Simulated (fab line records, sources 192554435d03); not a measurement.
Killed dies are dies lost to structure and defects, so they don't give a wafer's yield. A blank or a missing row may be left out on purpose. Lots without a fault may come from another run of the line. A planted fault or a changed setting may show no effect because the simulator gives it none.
fab line records | flow n5_finfet
record lots=6 wafers=16 last_day=18
route steps=1938 shown SD_EPI_N@269 PASSIVATION@1936
lots that met no fault: from a run of the same line without faults
start_h: hours from the record's first day to the start of the lot's first wafer shown | wait_h: hours since the lot's step before | " the same as in the row above | L1.1+2: a row that stands for several wafers | - no value, or no start given | * or withheld: withheld | < > ~ a bound
route shown NAME@n: a module of which the file shows steps, and the number in the route of the first | usual: mean/standard deviation of fault-free wafers | same: alike in all rows | chamber/n: place in a boat | sites: the reading at each site | _std_site: their standard deviation | _edge_site: outer sites' mean less inner sites' | radius_mm: how far each site lies from the wafer's centre | mask NAME#n: copy n | behind: the tool/chamber that last shaped the wafer | hold: why the lot was held/for how many hours/how that ended | device: the transistor (n, p or np) that didn't switch | end of line: the same wafers' tests at the end of the route | a step without rows: its recipe alone | killed: dies lost to structure and defects at the first sort, not the wafer's yield | map: a wafer's dies, x killed, . not, _ none there
set.NAME: the setting as run; set.NAME@STEP: as run at that earlier step | model.NAME: the simulator's own value behind a step, which no gauge read
lots at some steps of the route; a table a step, a row a wafer
services: from which hour (start_h, from the record's first day; less than 0 if before it) a tool's chamber was out of use, for how many hours, and why
## steps
# step N5_SD_EPI_N_DEVELOP_08
# recipe develop_time_s=30 developer=TMAH resist=CAR-ArF-block dev_temp_c=23 rinse_liquid=diw dry=air_spin
# step N5_SD_EPI_N_CD_MEAS_09
# recipe target_cd_nm=120 landing_energy_ev=500 detector=se_inlens
# usual cd_nm=119.2/1.2
# columns lot.wafer tool chamber start_h wait_h cd_nm
L929.1 cd_sem-02 0 50.95 - 118.9
L929.2 " 0 " " 118.0
L929.4 " 0 " " 119.2
L935.4 cd_sem-02 0 83.22 - 122.7
L935.5 " 0 " " 121.2
L935.6 " 0 " " 120.5
L942.4 cd_sem-02 0 130.89 - 119.7
L942.5 " 0 " " 118.6
L942.6 " 0 " " 119.1
L944.2 cd_sem-01 0 138.68 - 119.6
L944.5 " 0 " " 121.8
L945.1 cd_sem-02 0 143.26 - 117.8
L945.3 " 0 " " 117.7
L952.1 cd_sem-01 0 187.23 - 117.7
L952.3 " 0 " " 117.2
L952.6 " 0 " " 117.9
# step N5_SD_EPI_N_OVL_MEAS_10
# recipe points_per_wafer=44
# usual SD_N_BLK_OVL=-0.5/0.71
# columns lot.wafer tool chamber start_h wait_h SD_N_BLK_OVL[nm]
L929.1 overlay-02 0 50.98 0.0 1.0
L929.2 " 0 " " -0.9
L929.4 " 0 " " -0.8
L935.4 overlay-02 0 83.25 0.0 -0.4
L935.5 " 0 " " -0.5
L935.6 " 0 " " -2.1
L942.4 overlay-02 0 130.92 0.0 -0.4
L942.5 " 0 " " -0.5
L942.6 " 0 " " -0.8
L944.2 overlay-01 0 138.71 0.0 -1.7
L944.5 " 0 " " -0.8
L945.1 overlay-01 0 143.29 0.0 0.3
L945.3 " 0 " " -0.6
L952.1 overlay-01 0 187.27 0.0 0.0
L952.3 " 0 " " -0.3
L952.6 " 0 " " -0.7
# step N5_SD_EPI_N_INSPECT_11
# recipe mode=adi inspect_instrument=macro
# usual raw_defect_count=2.2/1.4
# columns lot.wafer tool chamber start_h wait_h raw_defect_count
L929.1 defect_inspect-02 - 51.01 0.0 2
L929.2 " - " " 0
L929.4 " - " " 5
L935.4 defect_inspect-02 - 83.27 0.0 2
L935.5 " - " " 4
L935.6 " - " " 1
L942.4 defect_inspect-02 - 130.94 0.0 4
L942.5 " - " " 4
L942.6 " - " " 3
L944.2 defect_inspect-02 - 138.73 0.0 1
L944.5 " - " " 6
L945.1 defect_inspect-02 - 143.31 0.0 0
L945.3 " - " " 1
L952.1 defect_inspect-02 - 187.29 0.0 1
L952.3 " - " " 1
L952.6 " - " " 1
# step N5_SD_EPI_N_DESCUM_14
# recipe chemistry=O2 time_s=7.9 source_power_w=50 bias_power_w=20 pressure_mtorr=20 rf_frequency_hz=2.712e+07 temp_c=40 resist=CAR-ArF-block o2_flow_sccm=225
# usual drypump_motor_current_A=5.7/0.4 oes_product_au=0.77/0.1 rf_vpp_V=243.2/1.6 showerhead_plenum_p_Torr=2.09/0.092 temp_c=39.99/0.11 throttle_valve_pct=20.34/0.17
# columns lot.wafer tool chamber start_h wait_h drypump_motor_current_A oes_product_au rf_hours_counter_h rf_vpp_V showerhead_plenum_p_Torr temp_c throttle_valve_pct
L929.1 rie_diel-02 3 51.04 0.0 6.6 0.72 162 243.8 2.09 40.09 20.16
L929.2 " 1 " " 5.9 0.70 224 244.4 2.19 39.77 20.68
L929.4 " 2 " " 5.6 0.73 191 245.2 2.06 39.91 20.47
L935.4 rie_diel-02 3 83.30 0.0 6.5 0.72 174 244.3 2.09 39.75 20.17
L935.5 " 1 " " 5.9 0.69 - 242.6 2.19 39.96 20.69
L935.6 " 0 " " 6.1 0.70 - 241.3 2.02 40.05 20.36
L942.4 rie_diel-05 2 131.16 0.2 5.5 0.77 155 240.8 1.91 40.08 20.23
L942.5 " 3 " " 5.5 0.97 - 240.6 2.02 39.94 20.26
L942.6 " 2 " " 5.5 0.77 - 240.8 1.91 40.00 20.23
L944.2 rie_diel-04 0 138.77 0.0 5.6 0.91 32 246.9 2.23 40.01 20.43
L944.5 " 0 " " 5.6 0.92 - 245.3 2.23 40.00 20.42
L945.1 rie_diel-02 2 143.35 0.0 5.6 0.70 226 243.5 2.05 40.02 20.52
L945.3 " 0 " " 6.1 0.69 198 241.1 2.01 39.96 20.38
L952.1 rie_diel-05 0 187.32 0.0 5.1 0.95 9 243.3 2.14 40.04 19.83
L952.3 " 3 " " 5.5 0.91 24 242.8 2.02 40.01 20.29
L952.6 " 0 " " 5.1 0.96 - 244.8 2.14 40.16 19.83
# step N5_SD_EPI_N_ETCH_34
# recipe chemistry=CF4 target=SiARC target_depth_a=455 mask_material=CAR-ArF-block time_s=75.8 ion_energy_ev=80 pressure_mtorr=40 source_w=545 bias_w=36 Ar_flow_sccm=100 cf4_flow_sccm=100 ends=cleared
# usual drypump_motor_current_A=5.7/0.4 etch_rf_on_time_s=77.0/2.7 oes_product_au=0.65/0.085 rf_vpp_V=184.1/1.3 showerhead_plenum_p_Torr=2.15/0.084 throttle_valve_pct=15.59/0.21
# columns lot.wafer tool chamber start_h wait_h drypump_motor_current_A etch_rf_on_time_s oes_product_au rf_hours_counter_h rf_vpp_V showerhead_plenum_p_Torr throttle_valve_pct
L929.1 rie_diel-02 3 51.08 0.0 6.5 81.8 0.60 162 185.9 2.13 15.28
L929.2 " 1 " " 5.9 80.5 0.57 224 186.1 2.19 15.54
L929.4 " 2 " " 5.6 74.6 0.61 191 183.2 2.13 15.77
L935.4 rie_diel-02 3 83.34 0.0 6.5 82.3 0.59 174 183.1 2.13 15.29
L935.5 " 1 " " 5.9 80.7 0.57 - 185.5 2.18 15.56
L935.6 " 0 " " 6.1 75.9 0.61 - 182.7 2.05 15.46
L942.4 rie_diel-05 2 131.20 0.0 5.4 80.3 0.62 155 181.9 1.97 15.49
L942.5 " 3 " " 5.5 72.2 0.84 - 182.9 2.12 15.68
L942.6 " 2 " " 5.5 80.0 0.62 - 181.6 1.97 15.50
L944.2 rie_diel-04 0 138.80 0.0 5.6 75.5 0.76 32 185.0 2.28 15.58
L944.5 " 0 " " 5.6 74.7 0.77 - 184.1 2.28 15.58
L945.1 rie_diel-02 2 143.38 0.0 5.6 75.6 0.60 226 183.5 2.12 15.84
L945.3 " 0 " " 6.1 75.6 0.60 198 182.9 2.05 15.49
L952.1 rie_diel-05 0 187.36 0.0 5.1 72.6 0.82 9 184.5 2.20 15.11
L952.3 " 3 " " 5.5 71.9 0.79 25 184.0 2.12 15.72
L952.6 " 0 " " 5.1 71.1 0.82 - 185.1 2.20 15.15
# step N5_SD_EPI_N_ETCH_35
# recipe chemistry=N2/H2 target=SOC overetch_a=1080 mask_material=SiARC temp_c=40 ion_energy_ev=100 source_w=3000 bias_w=133 pressure_mtorr=20 time_s=486 n2_flow_sccm=200 h2_flow_sccm=200
# step N5_SD_EPI_N_STRIP_36
# recipe chemistry=N2/H2 temp_c=40 n2_flow_sccm=200 h2_flow_sccm=200 rf_frequency_hz=6e+07
# step N5_SD_EPI_N_ETCHBACK_44
# recipe chemistry=CH3F/O2 mode=anisotropic_etchback target=SiNx target_depth_a=145 stop_on=SiO2 over_etch_frac=0.3 ion_energy_ev=120 pressure_mtorr=30 source_w=395 bias_w=73 Ar_flow_sccm=150 CH3F_flow_sccm=30 O2_flow_sccm=20
# usual CH3F_flow_sccm=30.00/0.092 drypump_motor_current_A=5.7/0.4 oes_product_au=0.65/0.078 rf_vpp_V=292/7.8 showerhead_plenum_p_Torr=2.00/0.081 throttle_valve_pct=16.31/0.19
# columns lot.wafer tool chamber start_h wait_h CH3F_flow_sccm drypump_motor_current_A oes_product_au rf_hours_counter_h rf_vpp_V showerhead_plenum_p_Torr throttle_valve_pct
L929.1 rie_diel-02 3 51.46 0.0 30.05 6.5 0.62 162 288 2.01 16.16
L929.2 " 1 " " 29.94 5.9 0.60 224 306 2.05 16.29
L929.4 " 2 " " 29.98 5.6 0.62 191 284 1.98 16.45
L935.4 rie_diel-02 3 83.72 0.0 29.90 6.5 0.61 174 288 2.01 16.20
L935.5 " 1 " " 30.10 5.9 0.59 - 306 2.04 16.32
L935.6 " 0 " " 29.93 6.1 0.61 - 282 1.92 16.22
L942.4 rie_diel-05 2 131.58 0.0 30.08 5.5 0.64 155 296 1.82 16.18
L942.5 " 3 " " 30.00 5.5 0.82 - 290 1.98 16.43
L942.6 " 2 " " 30.01 5.5 0.64 - 299 1.82 16.16
L944.2 rie_diel-04 0 139.18 0.0 30.06 5.6 0.77 32 299 2.12 16.23
L944.5 " 0 " " 29.88 5.6 0.76 - 299 2.12 16.22
L945.1 rie_diel-02 2 143.76 0.0 30.02 5.6 0.60 226 283 1.97 16.50
L945.3 " 0 " " 29.92 6.1 0.60 198 281 1.91 16.25
L952.1 rie_diel-05 0 187.74 0.0 29.98 5.1 0.79 10 276 2.07 15.92
L952.3 " 3 " " 29.88 5.5 0.77 25 289 1.97 16.48
L952.6 " 0 " " 30.00 5.1 0.80 - 277 2.06 15.89
# step N5_SD_EPI_N_ETCH_45
# recipe chemistry=CH3F/O2 target=SiOCN target_depth_a=60 mask_material=SOC ion_energy_ev=60 bias_w=29 pressure_mtorr=15 source_w=410 Ar_flow_sccm=150 CH3F_flow_sccm=30 O2_flow_sccm=20
# step N5_SD_EPI_N_ETCH_16
# recipe chemistry=CHF3/O2 target=SiO2 target_depth_a=50 mask_material=SOC pressure_mtorr=30 source_w=650 bias_w=170 Ar_flow_sccm=200 CHF3_flow_sccm=50 O2_flow_sccm=5 ion_energy_ev=200
# usual drypump_motor_current_A=5.7/0.4 oes_product_au=0.76/0.099 rf_vpp_V=514/14 showerhead_plenum_p_Torr=2.41/0.092 throttle_valve_pct=18.85/0.2
# columns lot.wafer tool chamber start_h wait_h drypump_motor_current_A oes_product_au rf_hours_counter_h rf_vpp_V showerhead_plenum_p_Torr throttle_valve_pct
L929.1 rie_diel-02 3 51.66 0.1 6.5 0.70 162 506 2.42 18.67
L929.2 " 1 " " 5.9 0.68 224 538 2.46 18.81
L929.4 " 2 " " 5.6 0.72 191 499 2.39 19.00
L935.4 rie_diel-02 3 83.92 0.1 6.6 0.70 174 508 2.42 18.69
L935.5 " 1 " " 5.9 0.68 - 537 2.46 18.83
L935.6 " 0 " " 6.1 0.71 - 497 2.32 18.75
L942.4 rie_diel-05 2 131.78 0.1 5.5 0.74 155 524 2.21 18.72
L942.5 " 3 " " 5.5 0.99 - 511 2.39 19.06
L942.6 " 2 " " 5.5 0.75 - 525 2.21 18.73
L944.2 rie_diel-04 0 139.38 0.1 5.6 0.89 32 526 2.55 18.80
L944.5 " 0 " " 5.6 0.89 - 528 2.55 18.80
L945.1 rie_diel-02 2 143.96 0.1 5.6 0.70 226 498 2.38 19.07
L945.3 " 0 " " 6.1 0.70 198 496 2.31 18.77
L952.1 rie_diel-05 0 187.94 0.1 5.1 0.95 10 487 2.48 18.48
L952.3 " 3 " " 5.5 0.91 25 510 2.38 19.08
L952.6 " 0 " " 5.1 0.94 - 488 2.48 18.47
# step N5_SD_EPI_N_STRIP_47
# recipe chemistry=CHF3/O2 resist=SiARC rf_frequency_hz=6e+07
# step N5_SD_EPI_N_SD_RECESS_17
# recipe chemistry=HBr/Cl2/O2 target_depth_a=410 mask_material=SOC time_s=23.7 bt_time_s=3 pressure_mtorr=10 icp_w=800 bias_w=112 HBr_flow_sccm=150 Cl2_flow_sccm=80 O2_flow_sccm=12
# usual drypump_motor_current_A=5.6/0.55 oes_product_au=0.997/0.015 throttle_valve_pct=37.0/0.58
# same bt_time_s=3
# columns lot.wafer tool chamber start_h wait_h drypump_motor_current_A oes_product_au rf_hours_counter_h throttle_valve_pct model.SD_EPI_N.feature_depth_nm model.etch.depth_nm model.Si_of_WELL_APT_EPI_41.thk_nm
L929.1 rie_si-02 2 51.73 0.0 6.4 0.994 116 37.1 41.2 41.12 9.8
L929.2 " 3 " " 5.8 0.977 116 36.1 40.4 40.37 9.4
L929.4 " 1 " " 4.9 1.018 178 36.2 41 41 9.2
L935.4 rie_si-05 2 83.99 0.0 6.5 0.996 142 37.1 41 41.04 8.6
L935.5 " 1 " " 5.7 0.994 - 36.9 41.6 41.58 8.2
L935.6 " 2 " " 6.4 1.008 - 37.1 41 40.98 9
L942.4 rie_si-05 3 131.85 0.0 5.4 1.008 126 37.5 40.8 40.71 9
L942.5 " 2 " " 6.4 0.996 - 37.1 40.8 40.85 8.8
L942.6 " 3 " " 5.3 1.001 - 37.5 41 40.92 8
L944.2 rie_si-02 1 139.45 0.0 4.9 1.190 180 36.1 70.4 70.36 4.4
L944.5 " 3 " " 5.9 0.976 - 36.1 40.8 40.77 9.2
L945.1 rie_si-02 3 144.04 0.0 5.8 1.142 118 36.0 68 67.97 4.4
L945.3 " 0 " " 4.8 0.997 98 37.8 40.6 40.62 9.2
L952.1 rie_si-05 3 188.01 0.0 5.4 0.991 127 37.5 40.8 40.83 7.8
L952.3 " 1 " " 5.7 1.003 56 36.9 41.4 41.34 7
L952.6 " 0 " " 5.3 1.000 - 37.1 41.6 41.69 6.4
# step N5_SD_EPI_N_STRIP_38
# recipe chemistry=N2/H2 power_w=1000 temp_c=250 h2_frac=0.65 overash_fraction=0.3 pressure_mtorr=withheld n2_flow_sccm=1750 h2_flow_sccm=3250
# usual drypump_motor_current_A=5.55/0.16 heater_power_w=342/26 n2_flow_sccm=1750/5.3 oes_product_au=0.762/0.011 temp_c=249.99/0.19
# same overash_fraction=0.3
# columns lot.wafer tool chamber start_h wait_h drypump_motor_current_A heater_power_w n2_flow_sccm oes_product_au rf_hours_counter_h temp_c
L929.1 plasma_asher-01 0 51.82 0.1 5.28 388 1748 0.771 31 249.88
L929.2 " 1 " " 5.75 303 1749 0.778 31 249.76
L929.4 " 0 " " 5.25 382 1750 0.763 - 249.65
L935.4 plasma_asher-01 0 84.10 0.1 5.26 384 1754 0.760 - 250.16
L935.5 " 0 " " 5.26 368 1758 0.751 - 250.03
L935.6 " 1 " " 5.72 306 1753 0.754 - 250.03
L942.4 plasma_asher-02 0 131.96 0.1 5.60 333 1751 0.764 - 250.10
L942.5 " 1 " " 5.55 349 1757 0.778 - 249.64
L942.6 " 0 " " 5.64 343 1744 0.748 - 250.14
L944.2 plasma_asher-02 1 139.55 0.1 5.55 353 1754 0.749 99 249.91
L944.5 " 0 " " 5.66 338 1750 0.773 - 250.29
L945.1 plasma_asher-02 0 144.13 0.1 5.66 329 1744 0.765 99 250.38
L945.3 " 1 " " 5.58 348 1739 0.759 - 250.19
L952.1 plasma_asher-02 1 188.10 0.1 5.59 356 1744 0.764 108 249.97
L952.3 " 0 " " 5.66 332 1745 0.746 - 249.85
L952.6 " 0 " " 5.67 330 1746 0.759 - 249.74
# step N5_SD_EPI_N_WET_ETCH_43
# recipe chemistry=dHF dilution=withheld time_s=14 target=SiO2 target_depth_a=15 temp_c=25
# step N5_SD_EPI_N_STRIP_18
# recipe chemistry=SPM time_s=750 temp_c=130 h2so4_h2o2_vol_ratio=4
# usual temp_c=130.00/0.15
# columns lot.wafer tool chamber start_h wait_h temp_c model.Si_of_WELL_APT_EPI_41.thk_nm
L929.1 wet_bench-06 0 51.92 0.0 129.65 9.4
L929.2 " 5 " " 129.93 9
L929.4 " 4 " " 129.79 8.8
L935.4 wet_bench-06 2 84.18 0.0 130.09 8.2
L935.5 " 3 " " 130.20 7.8
L935.6 " 0 " " 130.10 8.6
L942.4 wet_bench-06 5 132.04 0.0 129.97 8.6
L942.5 " 2 " " 129.88 8.4
L942.6 " 6 " " 129.97 7.8
L944.2 wet_bench-03 4 139.64 0.0 130.07 4
L944.5 " 5 " " 129.88 8.8
L945.1 wet_bench-06 5 144.27 0.0 130.01 4
L945.3 " 3 " " 129.90 8.8
L952.1 wet_bench-06 6 188.20 0.0 130.25 7.4
L952.3 " 7 " " 130.02 6.6
L952.6 " 5 " " 130.12 6.2
# step N5_SD_EPI_N_SRD_20
# recipe dry=ipa_marangoni do_ppb=5 time_s=30 temp_c=23 rinse_liquid=diw
# step N5_PASSIVATION_PROBE_49
# usual killed_at_M0_to_M3=34/11 killed_at_M4_up=13/5.2 killed_at_contacts=13/6.3 killed_at_front_end=40/14 killed_at_other=3.2/2.4 killed_dies=104/19 killed_open=69/14 killed_short=32/7.5
# same gross_dies=1180 killed_at_back_side=0
# columns lot.wafer tool chamber start_h wait_h killed_at_M0_to_M3 killed_at_M4_up killed_at_contacts killed_at_front_end killed_at_other killed_dies killed_open killed_short
L944.2 prober-02 - 364.54 0.1 52 21 21 40 5 139 95 42
L945.1 prober-01 - 384.97 0.0 53 20 7 56 2 138 96 41
# killed by level:class
L944.2 MOL_CONTACT_COAG:geometric_particle:open=15 BEOL_M4:geometric_particle:open=15 BEOL_M0_SAQP:geometric_particle:short=12 BEOL_M0_SAQP:geometric_particle:open=12 BEOL_M3:geometric_particle:open=9 FIN_SAQP:geometric_particle:open=9 FIN_SAQP:geometric_particle:short=6 STI_FIN_REVEAL:geometric_particle:open=6
L945.1 FIN_SAQP:geometric_particle:open=22 BEOL_M0_SAQP:geometric_particle:open=16 BEOL_M0_SAQP:geometric_particle:short=12 BEOL_M4:geometric_particle:open=11 BEOL_M1:geometric_particle:open=10 FIN_SAQP:geometric_particle:short=9 GATE_CUT:geometric_particle:short=8 BEOL_M3:geometric_particle:open=8
## services
# columns tool chamber start_h hours kind
rie_si-02 2 38.22 5.3 repair
rie_diel-05 - 46.75 2.8 pm
rie_diel-02 - 63.88 0.1 repair
rie_diel-04 1 84.16 5.7 repair
plasma_asher-02 - 95.35 2.5 repair
rie_diel-05 3 98.30 - clean
rie_diel-05 3 98.30 - consumable_replace:focus_ring
rie_diel-05 3 98.30 19.9 scheduled_down
rie_diel-05 3 98.30 19.9 vent_cycle
rie_si-02 2 105.70 4.0 repair
rie_si-05 - 107.59 2.8 pm
rie_diel-05 0 132.26 - clean
rie_diel-05 0 132.26 - consumable_replace:focus_ring
rie_diel-02 1 136.01 - clean
rie_diel-02 1 136.01 - consumable_replace:focus_ring
rie_diel-02 1 136.01 16.5 scheduled_down
rie_diel-02 1 136.01 16.5 vent_cycle
rie_si-05 1 140.86 2.5 repair
rie_diel-04 3 143.18 13.8 repair
rie_si-02 1 156.72 4.8 repair
rie_diel-05 - 164.14 0.3 repair
rie_diel-05 - 171.64 2.2 repair
rie_diel-02 3 173.21 5.4 repair
rie_diel-04 1 175.48 62.1 repair
## key
first_sign step=N5_SD_EPI_N_SD_RECESS_17 reading=oes_product_au direction=up sigmas=11 usual=0.997 struck=1.166
effect none on later readings
model_effect step=N5_SD_EPI_N_SD_RECESS_17 value=SD_EPI_N.feature_depth_nm without=41.1 struck=69.2
model_effect step=N5_SD_EPI_N_STRIP_18 value=Si_of_WELL_APT_EPI_41.thk_nm without=8.6 struck=4
met_at N5_SD_EPI_N_SD_RECESS_17
struck_wafers L944.2,L945.1
tester_left_out L944,L945
onset_between 51.73 139.45
fault kind=process_parameter_drift tool=rie_si-02 chamber=- onset_h=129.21 steps=N5_SD_EPI_N_SD_RECESS_17 channel=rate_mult offset=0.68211 shape=step end_h=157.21 scope=struck_wafers_only
# tester_left_out: of these lots the tester's yield and bins aren't shown, on N5 and GAA mostly nor the transistor test; their killed dies are dies lost to structure and defects alone, not to doping, threshold or leakage, so they don't give the yield
